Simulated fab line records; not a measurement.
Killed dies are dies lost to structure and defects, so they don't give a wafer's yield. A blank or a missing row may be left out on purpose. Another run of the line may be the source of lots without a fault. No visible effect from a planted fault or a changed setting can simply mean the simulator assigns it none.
Struck lot and sound lot, side by side	flow n5-finfet	16 out of 1938 route steps
Sound: wafers L981.1, L981.4, L981.5. Struck: wafer L982.4 (left out: L982.5, a lot-mate that was not struck); the cause follows at the end.
For every step that has rows: the tool of each side, followed by ch and its chambers, followed by its first start. Under that, the readings that differ: sound wafers	struck wafers	difference of the means	sigmas: that difference in standard deviations of wafers without a fault.
alike: readings with means less than 2 such deviations apart, plus words and numbers identical on both sides. not compared: withheld readings, readings lacking a value on some wafer, bounds such as >300 that could conceal the same value, and numbers that have no deviation in the record and whose values overlap.
The two part at a step that has a row with sigmas, a row that says differs or no value, or rows on one side only. Numbers that have no deviation but don't overlap get no sigmas and don't part them. A reading that every wafer of one side lacks parts them only if that side has two wafers or more.

N5_DUMMY_GATE_ETCH_29: etches underlayer in N2/H2, target depth 13 nm.
  sound on rie-diel-05 ch 2,3, day 4 21:11; struck on rie-diel-06 ch 0, day 5 04:36
  alike: drypump-motor-current-A, h2-flow-sccm, oes-product-au, rf-vpp-V, showerhead-plenum-p-Torr, throttle-valve-pct
  not compared: rf-hours-counter-h
N5_DUMMY_GATE_ETCH_36: etches SiARC in CF4, target depth 13 nm.
  sound on rie-diel-05 ch 2,3, day 4 21:14; struck on rie-diel-06 ch 0, day 5 04:38
  alike: drypump-motor-current-A, oes-product-au, rf-vpp-V, showerhead-plenum-p-Torr, throttle-valve-pct
  not compared: rf-hours-counter-h
N5_DUMMY_GATE_ETCH_37: etches SOC in N2/H2, target depth 60 nm, overetch 30 nm.
  sound on rie-diel-05 ch 2,3, day 4 21:16; struck on rie-diel-06 ch 0, day 5 04:41
  alike: drypump-motor-current-A, h2-flow-sccm, oes-product-au, rf-vpp-V, showerhead-plenum-p-Torr, throttle-valve-pct
  not compared: rf-hours-counter-h
then, 4 steps without rows for these wafers: N5_DUMMY_GATE_STRIP_38 (strips in N2/H2); N5_DUMMY_GATE_STRIP_39 (strips in N2/H2); N5_DUMMY_GATE_TRIM_49 (chemistry O2, time 29 s, target cd 14 nm); N5_DUMMY_GATE_STRIP_40 (strips in CF4).
N5_DUMMY_GATE_CD_MEAS_50: target cd 14 nm.
  sound on cd-sem-02, day 4 21:30; struck on cd-sem-02, day 5 05:11
  alike: cd-nm
N5_DUMMY_GATE_ETCH_31: etches SiO2 in C4F6/O2, target depth 82.5 nm, time 27.5 s.
  sound on rie-diel-03 ch 0,1,2, day 4 21:45; struck on rie-diel-06 ch 3, day 5 05:13
reading	sound	struck	difference	sigmas
drypump-motor-current-A (A)	5.2 5.3 4.8	6.8	+1.7	+4
oes-product-au (a.u.)	0.74 0.73 0.71	0.94	+0.21	+3
  alike: rf-vpp-V, showerhead-plenum-p-Torr, throttle-valve-pct
  not compared: rf-hours-counter-h
then, 1 step without rows for these wafers: N5_DUMMY_GATE_STRIP_41 (strips in O2).
N5_DUMMY_GATE_HM_OPEN_21: chemistry CH3F/O2, target SiNx, target depth 120 nm, time 171.4 s.
  sound on rie-diel-03 ch 0,1,2, day 4 21:50; struck on rie-diel-06 ch 3, day 5 05:18
reading	sound	struck	difference	sigmas
drypump-motor-current-A (A)	5.2 5.3 4.8	6.8	+1.7	+4
oes-product-au (a.u.)	0.73 0.73 0.70	0.96	+0.24	+3
  alike: rf-vpp-V, showerhead-plenum-p-Torr, throttle-valve-pct
  not compared: rf-hours-counter-h
then, 1 step without rows for these wafers: N5_DUMMY_GATE_ETCH_32 (etches SiO2 in CF4, target depth 3.5 nm, time 3.9 s).
N5_DUMMY_GATE_ETCH_23: etches poly-Si in HBr/Cl2/O2, target depth 41 nm, time 22.3 s.
  sound on rie-si-05 ch 0,1,3, day 4 22:02; struck on rie-si-05 ch 3, day 5 05:30
reading	sound	struck	difference	sigmas
oes-product-au (a.u.)	1.020 1.013 1.018	1.328	+0.311	+16
model.etch.depth-nm (nm)	42.21 41.21 41.65	59.68	+17.99	
model.SiO2_of_DUMMY_GATE_PECVD_30.thk-nm (nm)	38.6 39.2 40.2	37.6	-1.7	
  alike: drypump-motor-current-A, throttle-valve-pct
  not compared: rf-hours-counter-h
N5_DUMMY_GATE_ETCH_44: etches poly-Si in HBr/O2, stops on SiO2, target depth 127.5 nm.
  sound on rie-si-05 ch 0,1,3, day 4 22:05; struck on rie-si-05 ch 3, day 5 05:33
reading	sound	struck	difference	sigmas
model.SiO2_of_DUMMY_GATE_PECVD_30.thk-nm (nm)	37.6 38.2 39.2	36.6	-1.7	
  alike: drypump-motor-current-A, oes-product-au, throttle-valve-pct
  not compared: rf-hours-counter-h
N5_DUMMY_GATE_CD_MEAS_24: target cd 15 nm.
  sound on cd-sem-02, day 4 22:12; struck on cd-sem-01, day 5 05:40
  alike: cd-nm
-- a jump in the record: the struck wafers' starts before and after are 5 days apart (it breaks off in module DUMMY_GATE and resumes in module BEOL_M4, where the first step shown is number 1111 of the route) --
N5_BEOL_M4_RC_MEAS_101:
  sound on prober-01 ch 0, day 9 21:38; struck on prober-01 ch 0, day 10 01:11
reading	sound	struck	difference	sigmas
DIBL_N (mV/V)	35.2 36.0 34.1	38.5	+3.4	+2
  alike: DIBL_P, IOFF_N, IOFF_P, ION_N, ION_P, SS_N, SS_P, VT_N, VT_P

== WHERE THEY PART ==
Last at N5_BEOL_M4_RC_MEAS_101 as far as this record goes, first at N5_DUMMY_GATE_ETCH_31.

WHY: the cause the simulator had injected
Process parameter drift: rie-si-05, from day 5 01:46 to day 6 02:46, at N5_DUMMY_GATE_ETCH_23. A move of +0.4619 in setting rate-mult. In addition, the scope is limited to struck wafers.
